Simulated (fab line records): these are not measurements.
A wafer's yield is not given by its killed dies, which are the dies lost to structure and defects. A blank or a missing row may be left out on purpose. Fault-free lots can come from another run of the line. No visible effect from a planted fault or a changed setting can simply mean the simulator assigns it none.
Comparing a struck lot with a sound one | flow n5-finfet | 25 steps out of a route of 1938
Sound: these wafers, L801.1, L801.5, L801.6. Wafers struck: L808.1, L808.3, L808.4. The cause is named last.
At each step with rows: each side's tool, then ch and its chambers, then its first start. Under that, the readings that differ: sound wafers | struck wafers | difference of the means | sigmas: that difference in standard deviations of wafers without a fault.
alike: readings with means less than 2 such deviations apart, plus words and numbers identical on both sides. not compared: withheld readings, readings lacking a value on some wafer, bounds such as >300 that could conceal the same value, and numbers that have no deviation in the record and whose values overlap.
A row with sigmas, a row that says differs or no value, or rows on one side alone: a step with any of these is where the two part. Numbers that have no deviation but don't overlap get no sigmas and don't part them. A reading that every wafer of one side lacks parts them only if that side has two wafers or more.

first, 11 steps without rows for these wafers: N5_BEOL_M1_STRIP_65 (strips in N2/H2); N5_BEOL_M1_STRIP_75 (strips in N2/H2); N5_BEOL_M1_STRIP_66 (strips in CF4); N5_BEOL_M1_HM_OPEN_17 (chemistry Cl2/BCl3, target TiN, target depth 20 nm, overetch 6 nm); N5_BEOL_M1_STRIP_19 (strips in O2); N5_BEOL_M1_COAT_67 (time 60 s, resist thk 60 nm); N5_BEOL_M1_COAT_68 (time 60 s, resist thk 12 nm); N5_BEOL_M1_COAT_76 (time 60 s, resist thk 5 nm); N5_BEOL_M1_COAT_22 (resist thk 30 nm); N5_BEOL_M1_EBR_24; N5_BEOL_M1_SOFTBAKE_23 (time 60 s).
N5_BEOL_M1_EXPOSE_25: exposes mask V0, defocus 5 nm, target cd 24 nm.
  sound on euv-scanner-01 ch 0, day 6 14:50; struck on euv-scanner-01 ch 0, day 9 00:58
  reading              | sound             | struck            | difference | sigmas
  exposure-dose-mJ-cm2 | 63.04 62.93 63.02 | 63.91 63.91 63.94 | +0.92      | +14
  reticle-temp-C (C)   | 22.95 22.86 22.97 | 23.19 23.17 23.20 | +0.26      | +2
  alike: mask
then, 10 steps without rows for these wafers: N5_BEOL_M1_PEB_26 (peb time 60 s); N5_BEOL_M1_DEVELOP_27 (develop time 30 s); N5_BEOL_M1_DESCUM_33 (chemistry O2, time 7 s); N5_BEOL_M1_ETCH_77 (etches underlayer in N2/H2, target depth 6.5 nm, time 5.2 s); N5_BEOL_M1_ETCH_69 (etches SiARC in CF4, target depth 15.6 nm, time 26 s); N5_BEOL_M1_ALD_98 (deposits SiO2, target thk 2.5 nm, pulse time 1 s, co reactant pulse time 1 s); N5_BEOL_M1_ETCHBACK_99 (etches SiO2 in CHF3, target depth 5 nm, time 10.4 s); N5_BEOL_M1_ETCH_70 (etches SOC in N2/H2, target depth 80 nm, overetch 16 nm, time 120 s); N5_BEOL_M1_STRIP_71 (strips in N2/H2); N5_BEOL_M1_STRIP_78 (strips in N2/H2).
N5_BEOL_M1_VIA_ETCH_34: etches the open film in C4F6/O2, target depth 67.8 nm, time 64.4 s.
  sound on rie-diel-06 ch 2,3, day 6 17:25; struck on rie-diel-04 ch 0,1,3, day 9 02:10
  reading                  | sound          | struck         | difference | sigmas
  model.BEOL_M1.cd-nm (nm) | 17.8 17.8 17.8 | 18.4 18.2 18.4 | +0.5       |
  alike: bias-w, drypump-motor-current-A, oes-product-au, rf-vpp-V, showerhead-plenum-p-Torr, throttle-valve-pct
  not compared: rf-hours-counter-h
then, 1 step without rows for these wafers: N5_BEOL_M1_STRIP_83 (strips in C4F6/O2).
N5_BEOL_M4_RC_MEAS_101:
  sound on prober-02 ch 0, day 8 06:16; struck on prober-02 ch 0, day 10 09:59
  reading       | sound          | struck         | difference | sigmas
  SS_P (mV/dec) | 73.8 74.4 73.6 | 72.7 72.6 73.1 | -1.1       | -2
  alike: DIBL_N, DIBL_P, IOFF_N, IOFF_P, ION_N, ION_P, SS_N, VT_N, VT_P

== WHERE THEY PART ==
At N5_BEOL_M1_EXPOSE_25 first; at N5_BEOL_M4_RC_MEAS_101 last (within this record only).

WHY: the cause the simulator had injected
Drift in process parameters on euv-scanner-01 at N5_BEOL_M1_EXPOSE_25, starting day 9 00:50. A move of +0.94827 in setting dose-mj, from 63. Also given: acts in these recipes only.
